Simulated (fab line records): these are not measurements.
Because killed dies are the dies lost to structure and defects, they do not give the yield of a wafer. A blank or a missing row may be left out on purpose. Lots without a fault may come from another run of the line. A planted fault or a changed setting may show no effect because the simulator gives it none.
fab line records | flow n5-finfet
record lots=4 wafers=12 last-day=16
route steps=1938 shown BEOL_M0_SAQP@646 BEOL_M0_CUTY@710 BEOL_M4@1111 PASSIVATION@1936
lots untouched by any fault: they come from a run of this same line in which no faults occurred
start-h: start of the lot's first displayed wafer, in hours after the record's first day | wait-h: hours from the lot's prior step to this one | " the same as in the row above | L1.1+2: a row that stands for several wafers | - no value, or no start given | * or withheld: withheld | < > ~ a bound
route shown NAME@n: names a module that has steps shown in the file, with the first one's number in the route | usual: mean/standard deviation taken from wafers without a fault | same: alike in all rows | chamber/n: place in a boat | sites: per-site readings | _std_site: their standard deviation | _edge_site: the outer-site mean with the inner-site mean subtracted | radius-mm: how far each site lies from the wafer's centre | mask NAME#n: copy n | behind: the last tool/chamber to shape the wafer | hold: cause of the lot's hold/its duration in hours/its outcome | device: whichever transistor did not switch (one of n, p or np) | end of line: the tests these same wafers got at the end of their route | a step given without rows: its recipe and nothing more | killed: count of dies lost to structure and defects at first sort (not the wafer's yield) | map: shows each die of a wafer: x if killed, . if not, _ if none is there
set.NAME: the setting as run; set.NAME@STEP: as run at that earlier step | model.NAME: the simulator's own value behind a step, which no gauge read
certain route steps with their lots: each step a table, each wafer a row
services: when a tool's chamber went out of use (start-h, in hours from the record's first day, below 0 if earlier), for how many hours, and the reason
## steps
# step N5_BEOL_M0_SAQP_EXPOSE_11
# recipe mask-id=M0_CORE na=1.35 source-shape=dipole sigma-inner=0.538 sigma-outer=0.738 polarization=te target-cd-nm=42 dose-mj=55
# step N5_BEOL_M0_SAQP_PEB_12
# recipe peb-temp-c=withheld peb-time-s=60 resist=CAR-ArF
# step N5_BEOL_M0_SAQP_DEVELOP_13
# recipe develop-time-s=30 developer=TMAH resist=CAR-ArF dev-temp-c=23 rinse-liquid=diw dry=air-spin
# step N5_BEOL_M0_SAQP_DESCUM_19
# recipe chemistry=O2 time-s=7.9 source-power-w=50 bias-power-w=20 pressure-mtorr=20 rf-frequency-hz=2.712e+07 temp-c=40 resist=CAR-ArF o2-flow-sccm=225
# step N5_BEOL_M0_SAQP_ETCH_83
# recipe chemistry=CF4 target=SiARC target-depth-a=390 mask-material=CAR-ArF time-s=65 ion-energy-ev=80 pressure-mtorr=40 source-w=545 bias-w=36 Ar_flow_sccm=100 cf4-flow-sccm=100 ends=cleared
# step N5_BEOL_M0_SAQP_ETCH_84
# recipe chemistry=N2/H2 target=SOC target-depth-a=1000 overetch-a=200 mask-material=SiARC temp-c=40 time-s=150 ion-energy-ev=200 pressure-mtorr=30 source-w=840 bias-w=150 n2-flow-sccm=200 h2-flow-sccm=200
# step N5_BEOL_M0_SAQP_STRIP_80
# recipe chemistry=N2/H2 temp-c=40 n2-flow-sccm=200 h2-flow-sccm=200 rf-frequency-hz=6e+07
# step N5_BEOL_M0_SAQP_HM_OPEN_112
# recipe chemistry=CHF3/O2 target=SiO2 stop-on=a-Si target-depth-a=120 over-etch-frac=1.25 mask-material=SOC time-s=13.5 pressure-mtorr=30 source-w=650 bias-w=170 Ar_flow_sccm=200 CHF3_flow_sccm=50 O2_flow_sccm=5 ion-energy-ev=200 ends=end-point
# step N5_BEOL_M0_SAQP_STRIP_113
# recipe chemistry=CHF3/O2 resist=SiARC rf-frequency-hz=6e+07
# step N5_BEOL_M0_SAQP_MANDREL_ETCH_20
# recipe target-depth-a=600 chemistry=HBr/Cl2 target=a-Si stop-on=SiNx bt-time-s=10 mask-material=SOC over-etch-frac=0.5 time-s=30 pressure-mtorr=10 icp-w=800 bias-w=75 HBr_flow_sccm=150 Cl2_flow_sccm=80 ends=end-point
# usual bias-w=75.02/0.22 drypump-motor-current-A=5.6/0.5 oes-product-au=0.778/0.012 throttle-valve-pct=35.6/0.37
# columns lot.wafer tool chamber start-h wait-h bias-w drypump-motor-current-A oes-product-au rf-hours-counter-h throttle-valve-pct
L851.1 rie-si-02 3 128.32 0.0 75.09 6.4 0.775 179 34.9
L851.4 " 1 " " 75.30 5.3 0.772 113 36.0
L851.6 " 3 " " 74.84 6.4 0.787 - 34.9
L852.4 rie-si-02 1 132.10 0.0 74.91 5.3 0.773 113 36.0
L852.5 " 0 " " 74.96 5.5 0.782 - 35.9
L852.6 " 3 " " 75.04 6.4 0.787 - 34.9
L855.1 rie-si-02 0 153.61 0.0 75.19 5.5 0.773 121 35.9
L855.5 " 3 " " 74.69 6.4 0.775 - 34.9
L855.6 " 2 " " 74.98 5.4 0.782 - 35.9
L865.1 rie-si-04 0 212.72 0.0 75.11 6.4 0.786 99 36.0
L865.2 " 1 " " 74.93 5.6 0.792 1 35.3
L865.6 " 0 " " 75.08 6.4 0.781 - 36.0
# step N5_BEOL_M0_SAQP_STRIP_86
# recipe chemistry=N2/H2 power-w=500 temp-c=40 pressure-mtorr=50 rf-frequency-hz=6e+07 overash-fraction=0.3 bias-power-w=28 h2-frac=0.5 n2-flow-sccm=300 h2-flow-sccm=300
# step N5_BEOL_M0_SAQP_STRIP_115
# recipe chemistry=post-etch-residue-remover time-s=60 temp-c=25 remover-ph=withheld remover-water-wt-pct=withheld remover-fluoride-wt-pct=withheld
# step N5_BEOL_M0_SAQP_SRD_93
# recipe dry=ipa-marangoni time-s=30 temp-c=23 rinse-liquid=diw
# step N5_BEOL_M0_SAQP_RECESS_114
# recipe chemistry=HF/NH3 target=SiO2 target-depth-a=144 afs-cycles=3 temp-c=30 sublimation-temp-c=180 sublimation-time-s=60
# step N5_BEOL_M0_SAQP_SPACER1_ALD_98
# recipe material=SiO2 target-thk-a=128 temp-c=300 ald-precursor-family=BDEAS ald-co-reactant=O2-plasma pulse-time-s=1 purge-time-s=2 co-reactant-purge-time-s=2 ald-cycles=138 pressure-torr=2
# step N5_BEOL_M0_SAQP_SPACER1_ETCHBACK_99
# recipe chemistry=CHF3/O2 mode=anisotropic-etchback target=SiO2 target-depth-a=154 time-s=7.7 pressure-mtorr=30 source-w=650 bias-w=170 Ar_flow_sccm=200 CHF3_flow_sccm=50 O2_flow_sccm=5 ion-energy-ev=200
# step N5_BEOL_M0_SAQP_MANDREL1_REMOVE_100
# recipe chemistry=HBr/Cl2/O2 bt-time-s=10 target=a-Si stop-on=SiNx endpoint=OES-SiCl over-etch-frac=0.85 icp-w=600 bias-w=30 HBr_flow_sccm=150 Cl2_flow_sccm=80 O2_flow_sccm=5 pressure-mtorr=10
# step N5_BEOL_M0_SAQP_ETCH_101
# recipe chemistry=CH3F/O2 target=SiNx mask-material=SiO2 target-depth-a=299 time-s=42.7 pressure-mtorr=30 source-w=395 bias-w=73 Ar_flow_sccm=150 CH3F_flow_sccm=30 O2_flow_sccm=20 ion-energy-ev=120
# step N5_BEOL_M0_SAQP_ETCH_102
# recipe chemistry=CF4 target=SiO2 target-depth-a=40 ion-energy-ev=350 time-s=4.4 pressure-mtorr=10 icp-w=800 bias-w=400 cf4-flow-sccm=80
# step N5_BEOL_M0_SAQP_MANDREL_ETCH_103
# recipe chemistry=HBr/Cl2 target=a-Si target-depth-a=450 bt-time-s=10 stop-on=SiCN mask-material=SiO2 over-etch-frac=0.8 time-s=27 pressure-mtorr=10 icp-w=800 bias-w=75 HBr_flow_sccm=150 Cl2_flow_sccm=80 ends=end-point
# step N5_BEOL_M0_SAQP_RECESS_104
# recipe chemistry=HF/NH3 target=SiO2 target-depth-a=180 afs-cycles=3 temp-c=30 sublimation-temp-c=180 sublimation-time-s=60
# step N5_BEOL_M0_SAQP_COAT_105
# recipe resist=SOC temp-c=250 time-s=60 spin-rpm=1500 resist-thk-nm=100
# step N5_BEOL_M0_SAQP_ETCH_106
# recipe chemistry=N2/H2 target=SOC target-depth-a=1500 stop-on=SiNx ion-energy-ev=100 bias-w=61 pressure-mtorr=30 source-w=850 n2-flow-sccm=200 h2-flow-sccm=200
# step N5_BEOL_M0_SAQP_ETCH_107
# recipe chemistry=CH3F/O2 target=SiNx target-depth-a=300 mask-material=SOC pressure-mtorr=30 source-w=395 bias-w=73 Ar_flow_sccm=150 CH3F_flow_sccm=30 O2_flow_sccm=20 ion-energy-ev=120
# step N5_BEOL_M0_SAQP_STRIP_108
# recipe chemistry=N2/H2 power-w=500 temp-c=40 pressure-mtorr=50 rf-frequency-hz=6e+07 overash-fraction=0.3 bias-power-w=28 h2-frac=0.5 n2-flow-sccm=300 h2-flow-sccm=300
# step N5_BEOL_M0_SAQP_RECESS_109
# recipe chemistry=HF/NH3 target=SiO2 target-depth-a=30 afs-cycles=1 temp-c=30 sublimation-temp-c=180 sublimation-time-s=60
# step N5_BEOL_M0_SAQP_SPACER2_ALD_26
# recipe material=SiO2 target-thk-a=150 temp-c=300 ald-precursor-family=BDEAS ald-co-reactant=O2-plasma pulse-time-s=1 purge-time-s=2 co-reactant-purge-time-s=2 pressure-torr=2
# step N5_BEOL_M0_SAQP_SPACER2_ETCHBACK_27
# recipe chemistry=CHF3/O2 mode=anisotropic-etchback target=SiO2 target-depth-a=225 time-s=11.25 pressure-mtorr=30 source-w=650 bias-w=170 Ar_flow_sccm=200 CHF3_flow_sccm=50 O2_flow_sccm=5 ion-energy-ev=200
# step N5_BEOL_M0_SAQP_MANDREL2_REMOVE_110
# recipe chemistry=HBr/Cl2/O2 bt-time-s=10 target=a-Si stop-on=SiCN endpoint=OES-SiCl over-etch-frac=1 icp-w=600 bias-w=30 HBr_flow_sccm=150 Cl2_flow_sccm=80 O2_flow_sccm=5 pressure-mtorr=10
# step N5_BEOL_M0_SAQP_COAT_69
# recipe resist=SOC temp-c=250 time-s=60 spin-rpm=1500 resist-thk-nm=90
# step N5_BEOL_M0_SAQP_COAT_72
# recipe resist=SiARC temp-c=220 time-s=60 spin-rpm=1500 resist-thk-nm=15
# step N5_BEOL_M0_SAQP_COAT_87
# recipe resist=underlayer temp-c=205 time-s=60 spin-rpm=1500 resist-thk-nm=5
# step N5_BEOL_M0_SAQP_COAT_34
# recipe resist=CAR-EUV spin-rpm=1500 resist-thk-nm=30
# step N5_BEOL_M0_SAQP_EBR_36
# recipe solvent=PGMEA ebr-width-mm=1.5
# step N5_BEOL_M0_SAQP_SOFTBAKE_35
# recipe temp-c=110 time-s=60 resist=CAR-EUV
# step N5_BEOL_M0_SAQP_EXPOSE_37
# recipe mask-id=M0_CUT1 na=0.33 source-shape=annular sigma-inner=0.35 sigma-outer=0.8 polarization=unpolarized target-cd-nm=30 dose-mj=44.75
# step N5_BEOL_M0_SAQP_PEB_38
# recipe peb-temp-c=100 peb-time-s=60 resist=CAR-EUV
# step N5_BEOL_M0_SAQP_INSPECT_42
# recipe mode=adi inspect-instrument=brightfield
# usual raw-defect-count=355/100
# columns lot.wafer tool chamber start-h wait-h raw-defect-count
L851.1 defect-inspect-01 - 131.93 0.1 537
L851.4 " - " " 476
L851.6 " - " " 609
L852.4 defect-inspect-01 - 135.54 0.0 397
L852.5 " - " " 339
L852.6 " - " " 737
L855.1 defect-inspect-01 - 157.75 0.1 569
L855.5 " - " " 932
L855.6 " - " " 479
L865.1 defect-inspect-01 - 216.48 0.1 370
L865.2 " - " " 276
L865.6 " - " " 412
# step N5_BEOL_M0_CUTY_INSPECT_59
# recipe mode=adi inspect-instrument=macro
# usual raw-defect-count=1.9/1.6
# columns lot.wafer tool chamber start-h wait-h raw-defect-count
L851.1 defect-inspect-01 - 133.33 0.0 1
L851.4 " - " " 1
L851.6 " - " " 2
L852.4 defect-inspect-01 - 136.86 0.0 4
L852.5 " - " " 1
L852.6 " - " " >300
L855.1 defect-inspect-01 - 159.17 0.0 0
L855.5 " - " " >300
L855.6 " - " " 2
L865.1 defect-inspect-01 - 217.91 0.0 0
L865.2 " - " " 4
L865.6 " - " " 0
# step N5_BEOL_M4_RC_MEAS_101
# usual DIBL_N=36.2/1.7 DIBL_P=36.6/1.9 IOFF_N=0.16/0.032 IOFF_P=0.21/0.037 ION_N=675/12 ION_P=460/8.1 SS_N=71.4/0.58 SS_P=73.4/0.64 VT_N=249/3.2 VT_P=-252/3.4
# columns lot.wafer tool chamber start-h wait-h DIBL_N[mV/V] DIBL_P[mV/V] IOFF_N[nA/um] IOFF_P[nA/um] ION_N[uA/um] ION_P[uA/um] SS_N[mV/dec] SS_P[mV/dec] VT_N[mV] VT_P[mV]
L851.1 prober-02 0 183.13 0.0 38.6 39.4 0.22 0.24 693 461 72.8 75.1 245 -249
L851.4 " 0 " " 35.3 35.5 0.15 0.19 678 464 71.4 73.3 249 -254
L851.6 " 0 " " 35.0 34.9 0.13 0.18 666 456 71.4 72.7 255 -254
L852.4 prober-02 0 193.23 0.5 37.5 38.9 0.21 0.23 686 473 71.2 74.1 245 -252
L852.5 " 0 " " 34.5 34.3 0.14 0.16 670 454 71.0 73.3 252 -255
L852.6 " 0 " " 38.8 39.7 0.23 0.24 691 470 71.4 75.2 243 -250
L855.1 prober-02 0 203.41 0.0 37.6 40.9 0.19 0.25 684 463 72.0 74.5 245 -250
L855.5 " 0 " " 34.9 36.2 0.13 0.17 662 452 71.2 73.4 254 -254
L855.6 " 0 " " 39.3 41.3 0.21 0.25 681 456 71.8 74.5 247 -249
L865.1 prober-02 0 263.78 0.0 35.0 36.4 0.14 0.19 678 462 71.9 73.1 252 -253
L865.2 " 0 " " 36.7 37.1 0.16 0.20 683 464 71.8 73.5 247 -254
L865.6 " 0 " " 35.1 35.6 0.14 0.17 674 461 71.2 72.6 250 -254
# step N5_PASSIVATION_PROBE_49
# usual defect-limited-yield=91.3/1.5 killed_at_M0_to_M3=35/10 killed_at_M4_up=12/4.6 killed-at-contacts=13/6.6 killed-at-front-end=39/11 killed-at-other=4/3.4 killed-dies=103/17 killed-open=67/13 killed-short=35/8.2 sort_bin_5_function=5.1/0.94 sort_bin_6_memory=3.2/0.7 sort-n-pass=1077/17 sort-yield-pct=91.3/1.5
# same gross-dies=1180 killed-at-back-side=0 sort_bin_4_leakage[%]=0 sort_bin_8_speed[%]=0
# columns lot.wafer tool chamber start-h wait-h defect-limited-yield[%] killed_at_M0_to_M3 killed_at_M4_up killed-at-contacts killed-at-front-end killed-at-other killed-dies killed-open killed-short sort_bin_5_function[%] sort_bin_6_memory[%] sort-n-pass sort-yield-pct[%]
L851.1 prober-01 - 283.78 0.2 91.4 34 17 11 37 2 101 76 24 5.5 2.7 1079 91.4
L851.4 prober-01 - 283.93 0.3 90.8 48 17 6 36 2 109 73 35 4.4 4.6 1071 90.8
L851.6 prober-01 - 284.03 0.4 91.0 32 14 15 42 3 106 81 25 5.4 3.1 1074 91.0
L855.1 prober-01 - 298.48 0.0 92.2 32 6 5 47 2 92 60 31 4.4 3.1 1088 92.2
L855.5 prober-01 - 298.68 0.2 84.6 124 10 12 29 7 182 54 33 10.5 3.2 998 84.6
L855.6 prober-01 - 298.73 0.3 92.2 42 4 9 35 2 92 65 26 4.7 2.7 1088 92.2
L852.4 prober-02 - 300.43 0.2 92.1 43 8 5 36 1 93 59 34 4.7 2.8 1087 92.1
L852.5 prober-02 - 300.48 0.2 89.8 45 9 21 44 1 120 88 31 6.4 3.5 1060 89.8
L852.6 prober-02 - 300.53 0.3 84.2 127 14 15 27 3 186 61 29 10.6 4.1 994 84.2
# killed by level:class
L851.1 STI_FIN_REVEAL:geometric-particle:open=12 BEOL_M3:geometric-particle:open=11 MOL_CONTACT_COAG:geometric-particle:open=10 BEOL_M4:geometric-particle:open=7 BEOL_M2:geometric-particle:open=6 STI_FIN_REVEAL:geometric-particle:short=5 ILD0:geometric-particle:open=5 BEOL_M0_SAQP:geometric-particle:short=5
L851.4 BEOL_M3:geometric-particle:open=14 BEOL_M0_SAQP:geometric-particle:open=12 FIN_SAQP:geometric-particle:open=7 STI_FIN_REVEAL:geometric-particle:open=6 BEOL_M0_SAQP:geometric-particle:short=6 BEOL_M5:geometric-particle:open=6 FIN_SAQP:geometric-particle:short=5 MOL_CONTACT_COAG:geometric-particle:open=5
L851.6 STI_FIN_REVEAL:geometric-particle:open=16 MOL_CONTACT_COAG:geometric-particle:open=11 FIN_SAQP:geometric-particle:open=9 BEOL_M0_SAQP:geometric-particle:open=7 BEOL_M3:geometric-particle:open=7 BEOL_M4:geometric-particle:open=7 FIN_SAQP:geometric-particle:short=6 BEOL_M0_SAQP:geometric-particle:short=5
L855.1 STI_FIN_REVEAL:geometric-particle:open=13 BEOL_M1:geometric-particle:open=9 FIN_SAQP:geometric-particle:open=7 BEOL_M0_SAQP:geometric-particle:short=6 STI_FIN_REVEAL:geometric-particle:short=5 DUMMY_GATE:geometric-particle:open=5 FIN_SAQP:geometric-particle:short=4 STARTING-WAFER:geometric-particle:short=4
L855.5 BEOL_M0_SAQP:unspecified=95 MOL_CONTACT_COAG:geometric-particle:open=10 BEOL_M3:geometric-particle:open=9 FIN_SAQP:geometric-particle:short=7 FIN_SAQP:geometric-particle:open=6 BEOL_M1:geometric-particle:short=5 BEOL_M2:geometric-particle:open=5 BEOL_M4:geometric-particle:open=4
L855.6 STI_FIN_REVEAL:geometric-particle:open=14 BEOL_M1:geometric-particle:open=12 BEOL_M0_SAQP:geometric-particle:open=8 BEOL_M3:geometric-particle:open=7 MOL_CONTACT_COAG:geometric-particle:open=7 FIN_SAQP:geometric-particle:short=6 BEOL_M0_SAQP:geometric-particle:short=6 FIN_SAQP:geometric-particle:open=5
L852.4 FIN_SAQP:geometric-particle:open=13 BEOL_M3:geometric-particle:open=10 BEOL_M1:geometric-particle:open=9 GATE_CUT:geometric-particle:short=6 BEOL_M0_SAQP:geometric-particle:short=6 BEOL_M1:geometric-particle:short=5 BEOL_M2:geometric-particle:open=5 BEOL_M3:geometric-particle:short=5
L852.5 MOL_CONTACT_COAG:geometric-particle:open=18 BEOL_M1:geometric-particle:open=15 FIN_SAQP:geometric-particle:open=13 STI_FIN_REVEAL:geometric-particle:open=12 BEOL_M2:geometric-particle:open=8 GATE_CUT:geometric-particle:open=5 BEOL_M0_SAQP:geometric-particle:short=5 BEOL_M3:geometric-particle:open=5
L852.6 BEOL_M0_SAQP:unspecified=94 MOL_CONTACT_COAG:geometric-particle:open=12 BEOL_M0_SAQP:geometric-particle:open=8 BEOL_M2:geometric-particle:open=7 FIN_SAQP:geometric-particle:short=6 BEOL_M0_SAQP:geometric-particle:short=6 STI_FIN_REVEAL:geometric-particle:open=4 STARTING-WAFER:geometric-particle:open=4
# map L852.6 (x killed, . not)
_________________.......x....________________
______________...x.x.....xx....._____________
___________........................__________
__________.....x.....xx...........x._________
________..............x..........x.x.._______
_______.........................x.....x______
______x..........x...................x.._____
_____.................x..................____
____......................................___
___....................x.....x.............__
___............x....x...x..................__
__.........x....x.x....................x...._
__......x..................x..x.......x..x.._
_........x.................x.....x...........
_........x...................................
_........x....................x..x...........
_...........x..................x.............
_......xxx..x.....xx.............x......x.x..
_..x..xxxx...x....x.........x.x..............
_.xxxxxxxxxx.x...x...................x.....x.
_xxxxxxxxxxxx...............x................
__xxxxxxxxxxx.......................x...x..._
__xxxxxxxxxxxxxx.............x....x.......x._
___xxxxxxxxxx................x............x__
___xxxxxxxxx...x....x..........x..xx.......__
____xxxxxxxxxx...........x......x..x......___
_____xxxxxxxx..........x..............x..____
______..xx.....x.x...xx..........x......_____
_______....xxx....x...x................______
________......x...........x.x........._______
__________.....x.....x............x._________
___________.............x..........__________
______________x....x............_____________
_________________............________________
# map L855.5 (x killed, . not)
_________________............________________
______________..........xx......_____________
___________..x.....................__________
__________.............x............_________
________.....xx......................._______
_______................x.........x.....______
______....x.....x.....................x._____
_____...........xx.............x.........____
____..x..................x.............x..___
___.xx.x....x.x............................__
___x................x.............x........__
__.......x...xxx..x........................._
__......x..................................._
_..x................................x..x.....
_........x..x......x......x..............x...
_.......x..x..............x.............xx...
_.....xx.x.........x...x.................x...
_...xxxx.xx....x.x.....x.....................
_..xxx.xxxxxxxx.....................x......x.
_xx.x.xxxxxx...x...............x..x..........
_..xxxxxxxxx.x........x............x.........
__.xxxxxxxxxxxxx.x...x.........x.x.........._
__xxxxxxxxxxxx...xx...................x....._
___xxxxxxx.xx.x...........xx...............__
___x.xxxxxxxxx....x........................__
____xxxxxxxxx.........x...................___
_____x.xx.x...x.............x...x........____
______.....x.........x.................._____
_______.........x...........x........x.______
________.....x.x....x.x..............x_______
__________.........................._________
___________...x.......x............__________
______________.........x........_____________
_________________........x...________________
## services
# columns tool chamber start-h hours kind
rie-si-04 1 151.45 - clean
rie-si-04 1 151.45 24.6 scheduled-down
rie-si-04 1 151.45 24.6 vent-cycle
rie-si-04 3 208.17 4.8 repair
## key
first-sign step=N5_BEOL_M0_SAQP_INSPECT_42 reading=raw-defect-count direction=up sigmas=4.6 usual=355 struck=834
effect step=N5_BEOL_M0_CUTY_INSPECT_59 reading=raw-defect-count direction=up sigmas=99+ usual=1.9 struck=>300
effect step=N5_PASSIVATION_PROBE_49 reading=killed_at_M0_to_M3 direction=up sigmas=9 usual=35 struck=126
more-kills-born-at N5_BEOL_M0_SAQP_MANDREL_ETCH_20@rie-si-02=189
met-at N5_BEOL_M0_SAQP_MANDREL_ETCH_20
struck-wafers L852.6,L855.5
onset-between 128.32 132.10
fault kind=chamber-particle-source tool=rie-si-02 chamber=3 onset-h=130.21 steps=N5_BEOL_M0_SAQP_MANDREL_ETCH_20 rate-per-visit-cm2=0.61928 end-h=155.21
